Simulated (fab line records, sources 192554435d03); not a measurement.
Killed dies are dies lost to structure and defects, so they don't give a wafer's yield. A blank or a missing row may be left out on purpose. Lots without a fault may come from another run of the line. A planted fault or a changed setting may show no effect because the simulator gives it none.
fab line records | flow n5_finfet
record lots=24 wafers=72 last_day=19
route steps=1938 shown BEOL_M13@1679 BEOL_M14@1748 BEOL_M15@1785
lots that met no fault: from a run of the same line without faults
start_h: hours from the record's first day to the start of the lot's first wafer shown | wait_h: hours since the lot's step before | " the same as in the row above | L1.1+2: a row that stands for several wafers | - no value, or no start given | * or withheld: withheld | < > ~ a bound
route shown NAME@n: a module of which the file shows steps, and the number in the route of the first | usual: mean/standard deviation of fault-free wafers | same: alike in all rows | chamber/n: place in a boat | sites: the reading at each site | _std_site: their standard deviation | _edge_site: outer sites' mean less inner sites' | radius_mm: how far each site lies from the wafer's centre | mask NAME#n: copy n | behind: the tool/chamber that last shaped the wafer | hold: why the lot was held/for how many hours/how that ended | device: the transistor (n, p or np) that didn't switch | end of line: the same wafers' tests at the end of the route | a step without rows: its recipe alone | killed: dies lost to structure and defects at the first sort, not the wafer's yield | map: a wafer's dies, x killed, . not, _ none there
set.NAME: the setting as run; set.NAME@STEP: as run at that earlier step | model.NAME: the simulator's own value behind a step, which no gauge read
steps of the route over a sample of lots; a table a step, a row a wafer
## steps
# step N5_BEOL_M13_CD_MEAS_17
# recipe target_cd_nm=190 polarity=opening
# usual cd_nm=191.1/1.2
# columns lot.wafer tool chamber start_h wait_h cd_nm
L074.1 cd_sem-03 - 254.87 0.0 190.6
L074.2 " - " " 191.0
L074.3 " - " " 190.3
L075.1 cd_sem-01 - 260.81 0.0 190.8
L075.4 " - " " 189.6
L075.5 " - " " 191.0
L076.1 cd_sem-01 - 268.99 0.0 192.0
L076.5 " - " " 191.5
L076.6 " - " " 192.9
L079.3 cd_sem-02 - 273.77 0.0 191.6
L079.4 " - " " 191.1
L079.6 " - " " 192.0
L077.2 cd_sem-02 - 289.83 0.0 191.4
L077.3 " - " " 190.8
L077.6 " - " " 192.0
L078.2 cd_sem-02 - 295.51 0.0 191.9
L078.5 " - " " 191.4
L078.6 " - " " 192.5
L080.1 cd_sem-01 - 305.22 0.0 189.2
L080.2 " - " " 189.8
L080.6 " - " " 190.3
L082.1 cd_sem-03 - 309.83 0.0 192.2
L082.2 " - " " 193.0
L082.6 " - " " 192.1
L081.1 cd_sem-03 - 318.18 0.0 191.2
L081.3 " - " " 190.3
L081.6 " - " " 189.7
L084.1 cd_sem-03 - 323.36 0.0 191.0
L084.2 " - " " 190.9
L084.5 " - " " 192.0
L086.1 cd_sem-01 - 328.25 0.0 188.6
L086.4 " - " " 188.8
L086.5 " - " " 189.4
L085.1 cd_sem-02 - 343.56 0.0 190.7
L085.2 " - " " 190.1
L085.6 " - " " 191.5
L083.1 cd_sem-03 - 344.17 0.0 189.6
L083.3 " - " " 189.5
L083.5 " - " " 189.6
L088.1 cd_sem-01 - 348.54 0.0 190.0
L088.2 " - " " 191.1
L088.5 " - " " 192.1
L089.1 cd_sem-03 - 357.27 0.0 191.5
L089.2 " - " " 190.8
L089.5 " - " " 191.3
L087.1 cd_sem-02 - 357.56 0.0 190.7
L087.5 " - " " 192.0
L087.6 " - " " 190.5
L090.1 cd_sem-03 - 357.72 0.0 191.7
L090.4 " - " " 191.4
L090.5 " - " " 192.1
L091.3 cd_sem-02 - 376.14 0.0 190.7
L091.4 " - " " 192.7
L091.5 " - " " 191.9
L093.3 cd_sem-01 - 385.56 0.0 191.1
L093.5 " - " " 192.3
L093.6 " - " " 192.4
L094.1 cd_sem-03 - 386.34 0.0 193.0
L094.2 " - " " 192.2
L094.4 " - " " 192.8
L092.1 cd_sem-03 - 387.83 0.0 191.1
L092.3 " - " " 192.7
L092.5 " - " " 192.3
L095.2 cd_sem-02 - 390.14 0.0 189.9
L095.5 " - " " 191.3
L095.6 " - " " 191.7
L096.1 cd_sem-02 - 405.66 0.0 192.0
L096.2 " - " " 190.9
L096.3 " - " " 190.8
L097.2 cd_sem-01 - 418.09 0.0 191.6
L097.4 " - " " 190.7
L097.6 " - " " 189.9
# step N5_BEOL_M13_CD_MEAS_28
# recipe target_cd_nm=209.5 landing_energy_ev=500 detector=se_inlens
# usual cd_nm=209.1/0.96
# columns lot.wafer tool chamber start_h wait_h cd_nm
L074.1 cd_sem-03 0 255.33 - 208.6
L074.2 " 0 " " 209.2
L074.3 " 0 " " 208.7
L075.1 cd_sem-03 0 261.27 - 209.7
L075.4 " 0 " " 209.9
L075.5 " 0 " " 210.2
L076.1 cd_sem-02 0 269.44 - 207.6
L076.5 " 0 " " 208.1
L076.6 " 0 " " 207.5
L079.3 cd_sem-01 0 274.23 - 211.1
L079.4 " 0 " " 210.9
L079.6 " 0 " " 211.0
L077.2 cd_sem-02 0 290.16 - 208.4
L077.3 " 0 " " 208.6
L077.6 " 0 " " 208.7
L078.2 cd_sem-01 0 295.96 - 208.6
L078.5 " 0 " " 209.3
L078.6 " 0 " " 209.4
L080.1 cd_sem-03 0 305.67 - 208.0
L080.2 " 0 " " 209.6
L080.6 " 0 " " 208.7
L082.1 cd_sem-02 0 310.16 - 209.5
L082.2 " 0 " " 210.0
L082.6 " 0 " " 208.9
L081.1 cd_sem-01 0 318.63 - 209.7
L081.3 " 0 " " 210.1
L081.6 " 0 " " 210.5
L084.1 cd_sem-01 0 323.81 - 208.9
L084.2 " 0 " " 209.0
L084.5 " 0 " " 209.4
L086.1 cd_sem-02 0 328.58 - 211.0
L086.4 " 0 " " 210.6
L086.5 " 0 " " 210.9
L085.1 cd_sem-02 0 343.89 - 210.1
L085.2 " 0 " " 209.7
L085.6 " 0 " " 209.3
L083.1 cd_sem-02 0 344.50 - 209.6
L083.3 " 0 " " 209.1
L083.5 " 0 " " 210.0
L088.1 cd_sem-02 0 348.99 - 208.8
L088.2 " 0 " " 210.6
L088.5 " 0 " " 209.5
L089.1 cd_sem-01 0 357.72 - 209.8
L089.2 " 0 " " 208.8
L089.5 " 0 " " 209.1
L087.1 cd_sem-01 0 357.89 - 209.0
L087.5 " 0 " " 209.7
L087.6 " 0 " " 209.8
L090.1 cd_sem-01 0 358.05 - 207.5
L090.4 " 0 " " 207.1
L090.5 " 0 " " 208.3
L091.3 cd_sem-03 0 376.47 - 208.5
L091.4 " 0 " " 208.7
L091.5 " 0 " " 210.5
L093.3 cd_sem-01 0 386.01 - 209.8
L093.5 " 0 " " 208.8
L093.6 " 0 " " 208.6
L094.1 cd_sem-03 0 386.67 - 209.0
L094.2 " 0 " " 209.5
L094.4 " 0 " " 208.4
L092.1 cd_sem-01 0 388.16 - 206.1
L092.3 " 0 " " 207.0
L092.5 " 0 " " 208.0
L095.2 cd_sem-02 0 390.59 - 209.0
L095.5 " 0 " " 208.0
L095.6 " 0 " " 208.1
L096.1 cd_sem-03 0 406.11 - 209.2
L096.2 " 0 " " 209.2
L096.3 " 0 " " 209.6
L097.2 cd_sem-02 0 418.54 - 208.1
L097.4 " 0 " " 209.2
L097.6 " 0 " " 208.8
# step N5_BEOL_M13_OCD_MEAS_35
# usual trench_depth_nm=412/6.8
# columns lot.wafer tool chamber start_h wait_h trench_depth_nm
L074.1 ocd-01 - 256.09 0.0 405
L074.2 " - " " 402
L074.3 " - " " 402
L075.1 ocd-02 - 261.96 0.0 400
L075.4 " - " " 411
L075.5 " - " " 405
L076.1 ocd-01 - 270.10 0.0 412
L076.5 " - " " 411
L076.6 " - " " 418
L079.3 ocd-02 - 274.98 0.0 414
L079.4 " - " " 413
L079.6 " - " " 416
L077.2 ocd-01 - 290.82 0.0 405
L077.3 " - " " 412
L077.6 " - " " 413
L078.2 ocd-01 - 296.63 0.0 420
L078.5 " - " " 415
L078.6 " - " " 407
L080.1 ocd-01 - 306.66 0.0 401
L080.2 " - " " 413
L080.6 " - " " 401
L082.1 ocd-02 - 310.83 0.0 414
L082.2 " - " " 401
L082.6 " - " " 410
L081.1 ocd-02 - 319.48 0.0 424
L081.3 " - " " 418
L081.6 " - " " 409
L084.1 ocd-01 - 324.48 0.0 418
L084.2 " - " " 416
L084.5 " - " " 421
L086.1 ocd-02 - 329.39 0.0 397
L086.4 " - " " 409
L086.5 " - " " 410
L085.1 ocd-02 - 344.55 0.0 413
L085.2 " - " " 421
L085.6 " - " " 411
L083.1 ocd-02 - 345.17 0.0 415
L083.3 " - " " 411
L083.5 " - " " 418
L088.1 ocd-01 - 349.65 0.0 417
L088.2 " - " " 421
L088.5 " - " " 422
L089.1 ocd-02 - 358.38 0.0 418
L089.2 " - " " 405
L089.5 " - " " 420
L087.1 ocd-02 - 358.55 0.0 406
L087.5 " - " " 421
L087.6 " - " " 421
L090.1 ocd-01 - 358.92 0.0 409
L090.4 " - " " 409
L090.5 " - " " 412
L091.3 ocd-02 - 377.60 0.0 423
L091.4 " - " " 422
L091.5 " - " " 415
L093.3 ocd-02 - 387.22 0.0 418
L093.5 " - " " 424
L093.6 " - " " 409
L094.1 ocd-02 - 387.33 0.0 420
L094.2 " - " " 412
L094.4 " - " " 415
L092.1 ocd-02 - 388.82 0.0 414
L092.3 " - " " 408
L092.5 " - " " 412
L095.2 ocd-01 - 391.26 0.0 415
L095.5 " - " " 410
L095.6 " - " " 415
L096.1 ocd-02 - 406.78 0.0 422
L096.2 " - " " 408
L096.3 " - " " 413
L097.2 ocd-02 - 419.24 0.0 416
L097.4 " - " " 411
L097.6 " - " " 413
# step N5_BEOL_M13_INSPECT_55
# recipe inspect_instrument=darkfield mode=post_dep
# usual raw_defect_count=69/18
# columns lot.wafer tool chamber start_h wait_h raw_defect_count
L074.1 defect_inspect-02 - 259.60 0.0 72
L074.2 " - " " 106
L074.3 " - " " 44
L075.1 defect_inspect-01 - 264.12 0.0 60
L075.4 " - " " 56
L075.5 " - " " 64
L076.1 defect_inspect-01 - 272.64 0.0 77
L076.5 " - " " 55
L076.6 " - " " 61
L079.3 defect_inspect-02 - 277.47 0.0 75
L079.4 " - " " 65
L079.6 " - " " 42
L077.2 defect_inspect-02 - 295.21 0.0 77
L077.3 " - " " 99
L077.6 " - " " 72
L078.2 defect_inspect-01 - 298.45 0.0 27
L078.5 " - " " 56
L078.6 " - " " 36
L080.1 defect_inspect-02 - 309.66 0.0 44
L080.2 " - " " 43
L080.6 " - " " 76
L082.1 defect_inspect-02 - 317.18 0.0 58
L082.2 " - " " 44
L082.6 " - " " 47
L081.1 defect_inspect-01 - 324.38 0.0 103
L081.3 " - " " 98
L081.6 " - " " 60
L084.1 defect_inspect-02 - 328.02 0.0 82
L084.2 " - " " 78
L084.5 " - " " 71
L086.1 defect_inspect-02 - 333.41 0.0 103
L086.4 " - " " 89
L086.5 " - " " 83
L085.1 defect_inspect-01 - 346.64 0.0 49
L085.2 " - " " 41
L085.6 " - " " 60
L083.1 defect_inspect-01 - 347.18 0.0 77
L083.3 " - " " 62
L083.5 " - " " 63
L088.1 defect_inspect-02 - 354.51 0.0 99
L088.2 " - " " 76
L088.5 " - " " 65
L089.1 defect_inspect-01 - 362.39 0.0 63
L089.2 " - " " 64
L089.5 " - " " 59
L087.1 defect_inspect-02 - 362.67 0.0 63
L087.5 " - " " 48
L087.6 " - " " 53
L090.1 defect_inspect-02 - 363.03 0.0 68
L090.4 " - " " 34
L090.5 " - " " 79
L091.3 defect_inspect-02 - 380.24 0.0 63
L091.4 " - " " 57
L091.5 " - " " 66
L093.3 defect_inspect-01 - 390.74 0.0 79
L093.5 " - " " 97
L093.6 " - " " 82
L094.1 defect_inspect-01 - 391.62 0.0 96
L094.2 " - " " 80
L094.4 " - " " 73
L092.1 defect_inspect-01 - 392.43 0.0 76
L092.3 " - " " 53
L092.5 " - " " 49
L095.2 defect_inspect-01 - 395.39 0.0 58
L095.5 " - " " 88
L095.6 " - " " 80
L096.1 defect_inspect-02 - 412.25 0.0 59
L096.2 " - " " 69
L096.3 " - " " 76
L097.2 defect_inspect-01 - 422.70 0.0 49
L097.4 " - " " 69
L097.6 " - " " 73
# step N5_BEOL_M14_INSPECT_30
# recipe mode=adi inspect_instrument=macro
# usual raw_defect_count=2.0/1.3
# columns lot.wafer tool chamber start_h wait_h raw_defect_count
L074.1 defect_inspect-01 - 261.17 0.0 0
L074.2 " - " " 1
L074.3 " - " " 4
L075.1 defect_inspect-02 - 265.80 0.0 1
L075.4 " - " " 0
L075.5 " - " " 2
L076.1 defect_inspect-01 - 274.23 0.0 2
L076.5 " - " " 1
L076.6 " - " " 0
L079.3 defect_inspect-01 - 279.03 0.0 7
L079.4 " - " " 2
L079.6 " - " " 4
L077.2 defect_inspect-01 - 296.65 0.0 2
L077.3 " - " " 5
L077.6 " - " " 3
L078.2 defect_inspect-02 - 299.96 0.0 2
L078.5 " - " " 3
L078.6 " - " " 3
L080.1 defect_inspect-01 - 311.23 0.0 0
L080.2 " - " " 1
L080.6 " - " " 2
L082.1 defect_inspect-02 - 318.89 0.0 3
L082.2 " - " " 2
L082.6 " - " " 1
L081.1 defect_inspect-02 - 326.08 0.0 1
L081.3 " - " " 1
L081.6 " - " " 3
L084.1 defect_inspect-02 - 329.66 0.0 2
L084.2 " - " " 2
L084.5 " - " " 0
L086.1 defect_inspect-01 - 335.05 0.0 2
L086.4 " - " " 2
L086.5 " - " " 4
L085.1 defect_inspect-02 - 348.24 0.0 2
L085.2 " - " " 2
L085.6 " - " " 3
L083.1 defect_inspect-01 - 348.78 0.0 1
L083.3 " - " " 3
L083.5 " - " " 2
L088.1 defect_inspect-01 - 356.20 0.0 1
L088.2 " - " " 2
L088.5 " - " " 0
L089.1 defect_inspect-01 - 363.98 0.0 2
L089.2 " - " " 2
L089.5 " - " " 3
L087.1 defect_inspect-01 - 364.64 0.0 1
L087.5 " - " " 2
L087.6 " - " " 1
L090.1 defect_inspect-02 - 364.71 0.0 3
L090.4 " - " " 1
L090.5 " - " " 1
L091.3 defect_inspect-02 - 381.81 0.0 1
L091.4 " - " " 2
L091.5 " - " " 2
L093.3 defect_inspect-01 - 392.18 0.0 3
L093.5 " - " " 2
L093.6 " - " " 1
L094.1 defect_inspect-01 - 393.25 0.0 0
L094.2 " - " " 0
L094.4 " - " " 2
L092.1 defect_inspect-01 - 394.59 0.0 2
L092.3 " - " " 2
L092.5 " - " " 4
L095.2 defect_inspect-01 - 398.40 0.0 0
L095.5 " - " " 1
L095.6 " - " " 0
L096.1 defect_inspect-02 - 413.95 0.0 1
L096.2 " - " " 0
L096.3 " - " " 3
L097.2 defect_inspect-02 - 424.14 0.0 1
L097.4 " - " " 2
L097.6 " - " " 2
# step N5_BEOL_M15_INSPECT_12
# recipe mode=adi inspect_instrument=macro
# usual raw_defect_count=2.0/1.3
# columns lot.wafer tool chamber start_h wait_h raw_defect_count
L074.1 defect_inspect-01 - 266.02 0.0 3
L074.2 " - " " 2
L074.3 " - " " 2
L075.1 defect_inspect-01 - 269.79 0.0 3
L075.4 " - " " 3
L075.5 " - " " 4
L076.1 defect_inspect-01 - 277.13 0.0 2
L076.5 " - " " 4
L076.6 " - " " 1
L079.3 defect_inspect-01 - 289.27 0.0 2
L079.4 " - " " 2
L079.6 " - " " 2
L077.2 defect_inspect-01 - 304.45 0.0 1
L077.3 " - " " 2
L077.6 " - " " 5
L078.2 defect_inspect-01 - 304.61 0.0 1
L078.5 " - " " 2
L078.6 " - " " 2
L080.1 defect_inspect-02 - 316.36 0.0 3
L080.2 " - " " 3
L080.6 " - " " 1
L082.1 defect_inspect-01 - 324.06 0.0 2
L082.2 " - " " 2
L082.6 " - " " 1
L081.1 defect_inspect-01 - 333.45 0.0 2
L081.3 " - " " 2
L081.6 " - " " 2
L084.1 defect_inspect-02 - 334.58 0.0 2
L084.2 " - " " 2
L084.5 " - " " 3
L086.1 defect_inspect-02 - 338.72 0.0 0
L086.4 " - " " 2
L086.5 " - " " 3
L085.1 defect_inspect-02 - 352.86 0.0 1
L085.2 " - " " 1
L085.6 " - " " 2
L083.1 defect_inspect-02 - 354.67 0.0 1
L083.3 " - " " 3
L083.5 " - " " 5
L088.1 defect_inspect-01 - 362.50 0.0 1
L088.2 " - " " 4
L088.5 " - " " 2
L089.1 defect_inspect-01 - 367.80 0.0 2
L089.2 " - " " 1
L089.5 " - " " 1
L087.1 defect_inspect-02 - 370.01 0.0 2
L087.5 " - " " 1
L087.6 " - " " 4
L090.1 defect_inspect-01 - 370.66 0.0 1
L090.4 " - " " 0
L090.5 " - " " 1
L091.3 defect_inspect-01 - 389.01 0.0 1
L091.4 " - " " 3
L091.5 " - " " 6
L093.3 defect_inspect-02 - 396.63 0.0 4
L093.5 " - " " 2
L093.6 " - " " 2
L094.1 defect_inspect-02 - 398.27 0.0 2
L094.2 " - " " 1
L094.4 " - " " 1
L092.1 defect_inspect-02 - 398.49 0.0 1
L092.3 " - " " 1
L092.5 " - " " 0
L095.2 defect_inspect-02 - 402.31 0.0 4
L095.5 " - " " 2
L095.6 " - " " 1
L096.1 defect_inspect-02 - 421.06 0.0 3
L096.2 " - " " 1
L096.3 " - " " 2
L097.2 defect_inspect-02 - 427.86 0.0 3
L097.4 " - " " 2
L097.6 " - " " 0
## key
fault none
